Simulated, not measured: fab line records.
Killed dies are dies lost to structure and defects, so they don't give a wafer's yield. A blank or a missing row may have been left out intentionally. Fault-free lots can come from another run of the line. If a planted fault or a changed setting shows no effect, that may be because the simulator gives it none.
fab line records | flow n5_finfet
[record] lots = 7 | wafers = 39
route steps=1938 shown FIN_SAQP@125 DUMMY_GATE@243 MOL_CONTACT_COAG@615
start_h: start of the lot's first displayed wafer, in hours after the record's first day | wait_h: hours elapsed since this lot's preceding step | " identical to the entry in the row above | L1.1+2: a single row standing in for several wafers | - no value, or no start was given | * or withheld: withheld | < > ~ a bound
route shown NAME@n: names a module that has steps shown in the file, with the first one's number in the route | usual: mean and standard deviation over wafers with no fault | same: alike in all rows | chamber/n: place in a boat | sites: each site's reading | _std_site: standard deviation across them | _edge_site: mean of outer sites minus mean of inner sites | radius_mm: for every site, how far away it sits from the centre of the wafer | mask NAME#n: copy n | behind: the tool/chamber that last shaped the wafer | hold: reason for holding the lot/hours on hold/outcome of the hold | device: whichever transistor did not switch (one of n, p or np) | end of line: tests run on the same wafers once the route is complete | a step without rows: its recipe alone | killed: at the first sort, the dies lost to defects and structure; wafer yield is something else | map: a wafer's dies, x killed, . not, _ none there
set.NAME: the setting that was run; set.NAME@STEP: the one run at that earlier step | model.NAME: the simulator's own value behind a step, which no gauge read
lots with deliberately changed settings; one table per step, one row per wafer
[[steps]]
[step N5_FIN_SAQP_SPACER1_ALD_24]
[recipe] material = SiO2 | target_thk_a = 203 | temp_c = 300 | ald_precursor_family = BDEAS | ald_co_reactant = O2-plasma | pulse_time_s = 1 | purge_time_s = 2 | co_reactant_purge_time_s = 2 | ald_cycles = 218 | pressure_torr = 2
lot.wafer  | tool       | chamber | start_h | wait_h | set.temp_c | model.SiO2_of_FIN_SAQP_SPACER1_ALD_24.thk_nm
L074.1     | ald_sin-03 | 3       | 23.39   | 0.3    | 300        | 20.2
L074.2+5   | "          | 2,1     | "       | "      | 300        | 20.4
L074.3+4+6 | "          | 1,0,2   | "       | "      | 290.5      | 21
L076.1+2   | ald_sin-03 | 3,1     | 36.14   | 1.1    | 300        | 20.4
L076.3+5+6 | "          | 0,0,1   | "       | "      | 290.6      | 21
L076.4     | "          | 2       | "       | "      | 300        | 20.2
L079.1+5   | ald_sin-04 | 1,2     | 53.26   | 0.3    | 300        | 20.4
L079.4     | "          | 3       | "       | "      | 300        | 20.2
L083.1+2   | ald_sin-04 | 1,0     | 77.61   | 0.3    | 292.9      | 20.8
L083.3+6   | "          | 2,0     | "       | "      | 300        | 20.4
L083.4     | "          | 3       | "       | "      | 292.9      | 21
L083.5     | "          | 1       | "       | "      | 300        | 20.2
L086.1     | ald_sin-03 | 2       | 96.16   | 1.2    | 300        | 20.2
L086.2+5   | "          | 1,0     | "       | "      | 300        | 20.4
L086.3+6   | "          | 0,3     | "       | "      | 308.7      | 20
L086.4     | "          | 3       | "       | "      | 308.7      | 19.8
L090.1+2+5 | ald_sin-04 | 3,0,1   | 119.18  | 0.7    | 313.7      | 20
L090.3+4+6 | "          | 2,1,2   | "       | "      | 300        | 20.4
L091.1+5   | ald_sin-03 | 1       | 130.40  | 0.3    | 300        | 20.4
L091.2+6   | "          | 0,2     | "       | "      | 289.5      | 21
L091.3     | "          | 2       | "       | "      | 300        | 20.2
L091.4     | "          | 3       | "       | "      | 289.5      | 21.2
[step N5_FIN_SAQP_SPACER1_ETCHBACK_25]
[recipe] chemistry = CHF3/O2 | mode = anisotropic_etchback | target = SiO2 | target_depth_a = 244 | time_s = 12.2 | pressure_mtorr = 30 | source_w = 650 | bias_w = 170 | Ar_flow_sccm = 200 | CHF3_flow_sccm = 50 | O2_flow_sccm = 5 | ion_energy_ev = 200
[step N5_FIN_SAQP_MANDREL1_REMOVE_56]
[recipe] chemistry = HBr/Cl2/O2 | bt_time_s = 10 | target = a-Si | stop_on = SiNx | endpoint = OES-SiCl | over_etch_frac = 1 | icp_w = 600 | bias_w = 22 | HBr_flow_sccm = 150 | Cl2_flow_sccm = 80 | O2_flow_sccm = 5 | pressure_mtorr = 10
lot.wafer  | tool      | chamber | start_h | wait_h | set.temp_c@FIN_SAQP_SPACER1_ALD_24 | model.FIN_SAQP.cd_nm
L074.1     | rie_si-02 | 3       | 24.19   | 0.1    | 300                                | 20.2
L074.2+5   | "         | 2       | "       | "      | 300                                | 20.4
L074.3+4+6 | "         | 1,0,1   | "       | "      | 290.5                              | 21
L076.1+2+4 | rie_si-05 | 3,0,1   | 36.94   | 0.1    | 300                                | 20.2
L076.3+5+6 | "         | 2,0,3   | "       | "      | 290.6                              | 20.8
L079.1+5   | rie_si-03 | 2,3     | 54.07   | 0.1    | 300                                | 20.2
L079.4     | "         | 1       | "       | "      | 300                                | 20
L083.1+2   | rie_si-02 | 0,3     | 78.41   | 0.1    | 292.9                              | 21
L083.3+5   | "         | 2       | "       | "      | 300                                | 20.4
L083.4     | "         | 1       | "       | "      | 292.9                              | 20.8
L083.6     | "         | 1       | "       | "      | 300                                | 20.2
L086.1+5   | rie_si-03 | 0,2     | 97.17   | 0.1    | 300                                | 20.2
L086.2     | "         | 2       | "       | "      | 300                                | 20.4
L086.3+6   | "         | 1,3     | "       | "      | 308.7                              | 20
L086.4     | "         | 3       | "       | "      | 308.7                              | 19.8
L090.1+5   | rie_si-05 | 3       | 120.05  | 0.1    | 313.7                              | 20
L090.2     | "         | 1       | "       | "      | 313.7                              | 19.8
L090.3+6   | "         | 2,0     | "       | "      | 300                                | 20.4
L090.4     | "         | 0       | "       | "      | 300                                | 20.2
L091.1     | rie_si-02 | 0       | 131.30  | 0.1    | 300                                | 20.6
L091.2     | "         | 1       | "       | "      | 289.5                              | 21
L091.3     | "         | 2       | "       | "      | 300                                | 20.2
L091.4+6   | "         | 3,0     | "       | "      | 289.5                              | 21.2
L091.5     | "         | 1       | "       | "      | 300                                | 20.4
[step N5_DUMMY_GATE_ETCH_31]
[recipe] chemistry = C4F6/O2 | target = SiO2 | mask_material = SOC | target_depth_a = 825 | time_s = 27.5 | ion_energy_ev = 250 | pressure_mtorr = 30 | source_w = 345 | bias_w = 185 | Ar_flow_sccm = 300 | C4F6_flow_sccm = 10 | O2_flow_sccm = 10
lot.wafer | tool        | chamber | start_h | wait_h | set.target_depth_a | model.etch.depth_nm
L074.1    | rie_diel-03 | 1       | 45.92   | 0.0    | 825                | 84.04
L074.2    | "           | 3       | "       | "      | 825                | 81.45
L074.3    | "           | 2       | "       | "      | 825                | 81.3
L074.4    | "           | 3       | "       | "      | 825                | 82.03
L074.5    | "           | 2       | "       | "      | 825                | 81.38
L074.6    | "           | 1       | "       | "      | 825                | 83.47
L076.1    | rie_diel-06 | 0       | 58.52   | 0.0    | 750.4              | 74.13
L076.2    | "           | 1       | "       | "      | 750.4              | 73.88
L076.3    | "           | 3       | "       | "      | 825                | 83.29
L076.4    | "           | 2       | "       | "      | 825                | 81.51
L076.5    | "           | 3       | "       | "      | 750.4              | 75.66
L076.6    | "           | 0       | "       | "      | 825                | 81
L079.1    | rie_diel-03 | 2       | 78.27   | 0.0    | 825                | 81.85
L079.4    | "           | 0       | "       | "      | 825                | 84.13
L079.5    | "           | 1       | "       | "      | 825                | 83.68
L083.1    | rie_diel-06 | 1       | 101.64  | 0.2    | 913.4              | 93.13
L083.2    | "           | 2       | "       | "      | 825                | 79.61
L083.3    | "           | 0       | "       | "      | 825                | 81.27
L083.4+6  | "           | 3       | "       | "      | 913.4              | 93.03
L083.5    | "           | 2       | "       | "      | 825                | 80.91
L086.1    | rie_diel-03 | 3       | 120.56  | 0.0    | 825                | 81.45
L086.2    | "           | 1       | "       | "      | 781.5              | 79.63
L086.3    | "           | 0       | "       | "      | 781.5              | 80.36
L086.4    | "           | 2       | "       | "      | 825                | 81.4
L086.5    | "           | 3       | "       | "      | 825                | 81.75
L086.6    | "           | 0       | "       | "      | 781.5              | 80.67
L090.1    | rie_diel-04 | 1       | 144.69  | 0.0    | 825                | 78.04
L090.2    | "           | 2       | "       | "      | 825                | 82.52
L090.3    | "           | 3       | "       | "      | 825                | 82.47
L090.4    | "           | 0       | "       | "      | 825                | 82.97
L090.5    | "           | 2       | "       | "      | 825                | 82.33
L090.6    | "           | 1       | "       | "      | 825                | 77.75
L091.1    | rie_diel-06 | 0       | 154.19  | 0.2    | 879.4              | 87.01
L091.2    | "           | 2       | "       | "      | 825                | 80.48
L091.3    | "           | 1       | "       | "      | 879.4              | 88.58
L091.4    | "           | 3       | "       | "      | 825                | 82.54
L091.5    | "           | 0       | "       | "      | 825                | 82.25
L091.6    | "           | 3       | "       | "      | 879.4              | 87.89
[step N5_DUMMY_GATE_ETCH_32]
[recipe] chemistry = CF4 | target = SiO2 | target_depth_a = 35 | time_s = 3.9 | ion_energy_ev = 350 | pressure_mtorr = 10 | icp_w = 800 | bias_w = 400 | cf4_flow_sccm = 80
lot.wafer | tool      | chamber | start_h | wait_h | set.time_s | model.etch.depth_nm
L074.1    | rie_si-06 | 0       | 46.16   | 0.1    | 3.9        | 3.427
L074.2    | "         | 2       | "       | "      | 4.75       | 4.233
L074.3    | "         | 1       | "       | "      | 3.9        | 3.404
L074.4    | "         | 3       | "       | "      | 3.9        | 3.543
L074.5    | "         | 2       | "       | "      | 4.75       | 4.23
L074.6    | "         | 1       | "       | "      | 4.75       | 4.123
L076.1    | rie_si-04 | 1       | 58.77   | 0.1    | 3.9        | 3.323
L076.2    | "         | 3       | "       | "      | 3.254      | 2.941
L076.3    | "         | 2       | "       | "      | 3.9        | 3.577
L076.4    | "         | 0       | "       | "      | 3.9        | 3.7
L076.5    | "         | 3       | "       | "      | 3.254      | 2.944
L076.6    | "         | 2       | "       | "      | 3.254      | 2.973
L079.1    | rie_si-04 | 3       | 78.52   | 0.1    | 3.9        | 3.548
L079.4    | "         | 2       | "       | "      | 3.9        | 3.537
L079.5    | "         | 3       | "       | "      | 3.9        | 3.582
L083.1    | rie_si-04 | 0       | 101.89  | 0.1    | 3.9        | 3.699
L083.2    | "         | 2       | "       | "      | 3.154      | 2.87
L083.3    | "         | 1       | "       | "      | 3.9        | 3.321
L083.4    | "         | 3       | "       | "      | 3.9        | 3.544
L083.5    | "         | 2       | "       | "      | 3.154      | 2.861
L083.6    | "         | 3       | "       | "      | 3.154      | 2.895
L086.1    | rie_si-04 | 0       | 120.81  | 0.1    | 3.9        | 3.663
L086.2    | "         | 3       | "       | "      | 3.9        | 3.531
L086.3    | "         | 1       | "       | "      | 4.806      | 4.054
L086.4    | "         | 2       | "       | "      | 3.9        | 3.505
L086.5    | "         | 0       | "       | "      | 4.806      | 4.502
L086.6    | "         | 1       | "       | "      | 4.806      | 4.064
L090.1    | rie_si-04 | 3       | 144.93  | 0.1    | 3.604      | 3.264
L090.2    | "         | 2       | "       | "      | 3.604      | 3.24
L090.3    | "         | 1       | "       | "      | 3.604      | 3.052
L090.4    | "         | 0       | "       | "      | 3.9        | 3.7
L090.5    | "         | 2       | "       | "      | 3.9        | 3.501
L090.6    | "         | 3       | "       | "      | 3.9        | 3.549
L091.1    | rie_si-06 | 2       | 154.44  | 0.1    | 3.078      | 2.726
L091.2    | "         | 1       | "       | "      | 3.078      | 2.692
L091.3    | "         | 0       | "       | "      | 3.078      | 2.751
L091.4    | "         | 3       | "       | "      | 3.9        | 3.559
L091.5    | "         | 0       | "       | "      | 3.9        | 3.462
L091.6    | "         | 1       | "       | "      | 3.9        | 3.412
[step N5_DUMMY_GATE_ETCH_44]
[recipe] chemistry = HBr/O2 | over_etch_frac = 0.7 | target_depth_a = 1275 | stop_on = SiO2 | ion_energy_ev = 60 | bias_w = 20 | target = poly-Si | mask_material = SiO2 | pressure_mtorr = 20 | icp_w = 400 | HBr_flow_sccm = 120 | O2_flow_sccm = 10
[usual] oes_product_au = 0.730/0.012
lot.wafer | tool      | chamber | start_h | wait_h | set.target_depth_a | oes_product_au
L074.1    | rie_si-06 | 0       | 46.25   | 0.0    | 1275               | 0.735
L074.2    | "         | 2       | "       | "      | 1130               | 0.775
L074.3    | "         | 1       | "       | "      | 1130               | 0.770
L074.4    | "         | 3       | "       | "      | 1130               | 0.800
L074.5    | "         | 2       | "       | "      | 1275               | 0.735
L074.6    | "         | 1       | "       | "      | 1275               | 0.733
L076.1    | rie_si-04 | 1       | 58.86   | 0.0    | 1347               | 0.717
L076.2    | "         | 3       | "       | "      | 1347               | 0.708
L076.3    | "         | 2       | "       | "      | 1347               | 0.708
L076.4    | "         | 0       | "       | "      | 1275               | 0.719
L076.5    | "         | 3       | "       | "      | 1275               | 0.716
L076.6    | "         | 2       | "       | "      | 1275               | 0.729
L079.1    | rie_si-04 | 3       | 78.61   | 0.0    | 1275               | 0.723
L079.4    | "         | 2       | "       | "      | 1275               | 0.737
L079.5    | "         | 3       | "       | "      | 1275               | 0.730
L083.1    | rie_si-04 | 0       | 101.98  | 0.0    | 1345               | 0.703
L083.2    | "         | 2       | "       | "      | 1275               | 0.725
L083.3    | "         | 1       | "       | "      | 1345               | 0.707
L083.4    | "         | 3       | "       | "      | 1275               | 0.732
L083.5    | "         | 2       | "       | "      | 1275               | 0.737
L083.6    | "         | 3       | "       | "      | 1345               | 0.695
L086.1    | rie_si-04 | 0       | 120.89  | 0.0    | 1186               | 0.769
L086.2    | "         | 3       | "       | "      | 1186               | 0.756
L086.3    | "         | 1       | "       | "      | 1275               | 0.731
L086.4    | "         | 2       | "       | "      | 1275               | 0.722
L086.5    | "         | 0       | "       | "      | 1275               | 0.723
L086.6    | "         | 1       | "       | "      | 1186               | 0.753
L090.1    | rie_si-04 | 3       | 145.02  | 0.0    | 1366               | 0.695
L090.2    | "         | 2       | "       | "      | 1275               | 0.738
L090.3    | "         | 1       | "       | "      | 1366               | 0.703
L090.4    | "         | 0       | "       | "      | 1366               | 0.713
L090.5    | "         | 2       | "       | "      | 1275               | 0.731
L090.6    | "         | 3       | "       | "      | 1275               | 0.734
L091.1    | rie_si-06 | 2       | 154.53  | 0.0    | 1275               | 0.730
L091.2    | "         | 1       | "       | "      | 1275               | 0.731
L091.3    | "         | 0       | "       | "      | 1420               | 0.696
L091.4    | "         | 3       | "       | "      | 1420               | 0.715
L091.5    | "         | 0       | "       | "      | 1420               | 0.701
L091.6    | "         | 1       | "       | "      | 1275               | 0.725
[step N5_MOL_CONTACT_COAG_VIA_ETCH_117]
[recipe] chemistry = C4F6/O2 | target_depth_a = 400 | overetch_a = 80 | mask_material = SOC | target = SiO2 | bias_w = 455 | pressure_mtorr = 10 | time_s = 26 | source_w = 325 | Ar_flow_sccm = 300 | C4F6_flow_sccm = 10 | O2_flow_sccm = 10 | ion_energy_ev = 575.3 | ends = end_point
lot.wafer        | tool        | chamber     | start_h | wait_h | set.target_depth_a
L074.1+2+6       | rie_diel-02 | 2,3,3       | 102.51  | 0.0    | 422.4
L074.3+4+5       | "           | 1,0,0       | "       | "      | 400
L076.1+2+3+4+5+6 | rie_diel-05 | 2,3,0,1,0,1 | 111.42  | 0.0    | 400
L079.1+4+5       | rie_diel-05 | 3,0,3       | 131.85  | 0.0    | 400
L083.1+2+3+4+5+6 | rie_diel-05 | 3,2,0,1,1,0 | 157.04  | 0.0    | 400
L086.1+2+5       | rie_diel-01 | 3,1,1       | 178.42  | 0.0    | 445
L086.3+4+6       | "           | 0,2,2       | "       | "      | 400
L090.1+2+4       | rie_diel-05 | 1,0,1       | 199.83  | 0.0    | 424.5
L090.3+5+6       | "           | 3,0,3       | "       | "      | 400
L091.1+3+4       | rie_diel-05 | 2,3,1       | 211.40  | 0.0    | 444.7
L091.2+5+6       | "           | 0,0,1       | "       | "      | 400
[step N5_MOL_CONTACT_COAG_ETCH_124]
[recipe] chemistry = CH3F/O2 | target = SiNx | target_depth_a = 65 | mask_material = SOC | stop_on = SiOC | over_etch_frac = 0.3 | ion_energy_ev = 120 | pressure_mtorr = 30 | source_w = 395 | bias_w = 73 | Ar_flow_sccm = 150 | CH3F_flow_sccm = 30 | O2_flow_sccm = 20 | ends = end_point
lot.wafer | tool        | chamber | start_h | wait_h | set.target_depth_a@MOL_CONTACT_COAG_VIA_ETCH_117 | model.etch.depth_nm
L074.1    | rie_diel-02 | 2       | 102.54  | 0.0    | 422.4                                            | 4.85
L074.2    | "           | 3       | "       | "      | 422.4                                            | 4.822
L074.3    | "           | 1       | "       | "      | 400                                              | 4.967
L074.4    | "           | 0       | "       | "      | 400                                              | 4.986
L074.5    | "           | 0       | "       | "      | 400                                              | 4.963
L074.6    | "           | 3       | "       | "      | 422.4                                            | 4.846
L076.1    | rie_diel-05 | 2       | 111.45  | 0.0    | 400                                              | 4.958
L076.2    | "           | 3       | "       | "      | 400                                              | 4.977
L076.3    | "           | 0       | "       | "      | 400                                              | 4.953
L076.4    | "           | 1       | "       | "      | 400                                              | 5.02
L076.5    | "           | 0       | "       | "      | 400                                              | 4.966
L076.6    | "           | 1       | "       | "      | 400                                              | 4.954
L079.1    | rie_diel-05 | 3       | 131.88  | 0.0    | 400                                              | 4.992
L079.4    | "           | 0       | "       | "      | 400                                              | 4.991
L079.5    | "           | 3       | "       | "      | 400                                              | 4.977
L083.1    | rie_diel-05 | 3       | 157.07  | 0.0    | 400                                              | 5.026
L083.2    | "           | 2       | "       | "      | 400                                              | 5.001
L083.3    | "           | 0       | "       | "      | 400                                              | 5.016
L083.4    | "           | 1       | "       | "      | 400                                              | 4.995
L083.5    | "           | 1       | "       | "      | 400                                              | 4.999
L083.6    | "           | 0       | "       | "      | 400                                              | 5.02
L086.1    | rie_diel-01 | 3       | 178.45  | 0.0    | 445                                              | 4.724
L086.2    | "           | 1       | "       | "      | 445                                              | 4.731
L086.3    | "           | 0       | "       | "      | 400                                              | 5.031
L086.4    | "           | 2       | "       | "      | 400                                              | 5.003
L086.5    | "           | 1       | "       | "      | 445                                              | 4.697
L086.6    | "           | 2       | "       | "      | 400                                              | 5.023
L090.1    | rie_diel-05 | 1       | 199.86  | 0.0    | 424.5                                            | 4.862
L090.2    | "           | 0       | "       | "      | 424.5                                            | 4.817
L090.3    | "           | 3       | "       | "      | 400                                              | 4.979
L090.4    | "           | 1       | "       | "      | 424.5                                            | 4.811
L090.5    | "           | 0       | "       | "      | 400                                              | 4.999
L090.6    | "           | 3       | "       | "      | 400                                              | 4.945
L091.1    | rie_diel-05 | 2       | 211.43  | 0.0    | 444.7                                            | 4.699
L091.2    | "           | 0       | "       | "      | 400                                              | 4.999
L091.3    | "           | 3       | "       | "      | 444.7                                            | 4.675
L091.4    | "           | 1       | "       | "      | 444.7                                            | 4.706
L091.5    | "           | 0       | "       | "      | 400                                              | 4.983
L091.6    | "           | 1       | "       | "      | 400                                              | 5.014
[[key]]
[split] step = N5_FIN_SAQP_SPACER1_ALD_24 | setting = temp_c | stated = 300 | by = wafer
[response] step = N5_FIN_SAQP_SPACER1_ALD_24 | reading = model.SiO2_of_FIN_SAQP_SPACER1_ALD_24.thk_nm | change = -0.165 | per = 1% | r = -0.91
[response] step = N5_FIN_SAQP_MANDREL1_REMOVE_56 | reading = model.FIN_SAQP.cd_nm | change = -0.161 | per = 1% | r = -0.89
[split] step = N5_DUMMY_GATE_ETCH_31 | setting = target_depth_a | stated = 825 | by = wafer
[response] step = N5_DUMMY_GATE_ETCH_31 | reading = model.etch.depth_nm | change = +0.923 | per = 1% | r = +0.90
[split] step = N5_DUMMY_GATE_ETCH_32 | setting = time_s | stated = 3.9 | by = wafer
[response] step = N5_DUMMY_GATE_ETCH_32 | reading = model.etch.depth_nm | change = +0.0333 | per = 1% | r = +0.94
[split] step = N5_DUMMY_GATE_ETCH_44 | setting = target_depth_a | stated = 1275 | by = wafer
[response] step = N5_DUMMY_GATE_ETCH_44 | reading = oes_product_au | change = -0.00357 | per = 1% | r = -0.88
[split] step = N5_MOL_CONTACT_COAG_VIA_ETCH_117 | setting = target_depth_a | stated = 400 | by = wafer
[response] step = N5_MOL_CONTACT_COAG_ETCH_124 | reading = model.etch.depth_nm | change = -0.0263 | per = 1% | r = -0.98
